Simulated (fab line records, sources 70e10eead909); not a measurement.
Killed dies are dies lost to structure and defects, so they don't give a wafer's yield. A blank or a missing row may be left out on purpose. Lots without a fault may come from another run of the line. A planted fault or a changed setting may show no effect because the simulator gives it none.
Which tool did it? | flow nand_harc | 6 lots, 18 wafers sampled, at 5 steps of a route of 1302

WHAT THE GAUGES READ, wafer by wafer
NHARC_END_SORT_01.
lot  | measured     | on        | killed_at_periphery
L551 | day 28 22:06 | prober-01 | 2 6 3
L553 | day 30 22:41 | prober-01 | 1 4 3
L562 | day 34 10:21 | prober-02 | 2 2 4

WHICH TOOL RAN EACH LOT (tool, then ch and the chambers of the sampled wafers, then the start)
lot  | NHARC_A_CHANNEL_HOLE_D2_ETCH_34               | NHARC_A_CHANNEL_HOLE_D2_ETCH_22  | NHARC_A_CHANNEL_FILL_D2_ALD_16   | NHARC_A_CHANNEL_FILL_D2_ETCHBACK_08
L540 | rie_diel-08 ch 0,1,3, day 14 17:13 or earlier | har_etch-01 ch 0,1, day 14 17:13 | ald_hk-04 ch 0,1,2, day 15 10:27 | rie_diel-04 ch 1,2,3, no start
L547 | rie_diel-07 ch 0,1,2, day 16 11:48 or earlier | har_etch-01 ch 0,1, day 16 11:48 | ald_hk-02 ch 1,2,3, day 17 06:08 | rie_diel-13 ch 0,2,3, no start
L551 | rie_diel-09 ch 0,1, day 17 23:44 or earlier   | har_etch-01 ch 0,1, day 17 23:44 | ald_hk-04 ch 2,3, day 18 18:27   | rie_diel-04 ch 2,3, day 28 22:06 or earlier
L553 | rie_diel-09 ch 0,2,3, day 19 08:44 or earlier | har_etch-02 ch 0,1, day 19 08:44 | ald_hk-04 ch 0,1,3, day 20 04:02 | rie_diel-02 ch 1,2,3, day 30 22:41 or earlier
L559 | rie_diel-07 ch 1,2, day 21 08:52 or earlier   | har_etch-02 ch 0,1, day 21 08:52 | ald_hk-02 ch 0,1,2, day 22 02:19 | rie_diel-13 ch 1,2, no start
L562 | rie_diel-08 ch 0,1,3, day 22 22:20 or earlier | har_etch-02 ch 0,1, day 22 22:20 | ald_hk-02 ch 2,3, day 23 16:47   | rie_diel-04 ch 0,1,2, day 34 10:21 or earlier
- NHARC_A_CHANNEL_HOLE_D2_ETCH_34: etches the open film in CF4/CHF3, target depth 154 nm, time 77 s.
- NHARC_A_CHANNEL_HOLE_D2_ETCH_22: etches the open film in C4F8/O2/Ar, time 666.7 s, target depth 1600 nm.
- NHARC_A_CHANNEL_FILL_D2_ALD_16: deposits SiO2, target thk 1.5 nm, pulse time 10 s, ald cycles 15.
- NHARC_A_CHANNEL_FILL_D2_ETCHBACK_08: etches the open film in C4F8, target depth 220 nm, time 110 s.

THE ANSWER, worked out from the rows above alone
Rule: what is usual is taken from the lots themselves. Put in order of their means at a reading, lots are off if they are a third of the lots or fewer, leave a main group of 4 or more, and stand apart from it by a gap of 3 or more times the standard deviation of the main group's means; of several such gaps the widest counts. A main group whose means are all the same, to the digits that the tables above print for the reading, isn't used. A lot without any number at a reading at which 4 lots or more have one is off too. The other lots that the step has rows for count as sound.
No lot is off at any reading shown: from this, nothing can be told.

WHAT THE SIMULATOR HAD PUT IN
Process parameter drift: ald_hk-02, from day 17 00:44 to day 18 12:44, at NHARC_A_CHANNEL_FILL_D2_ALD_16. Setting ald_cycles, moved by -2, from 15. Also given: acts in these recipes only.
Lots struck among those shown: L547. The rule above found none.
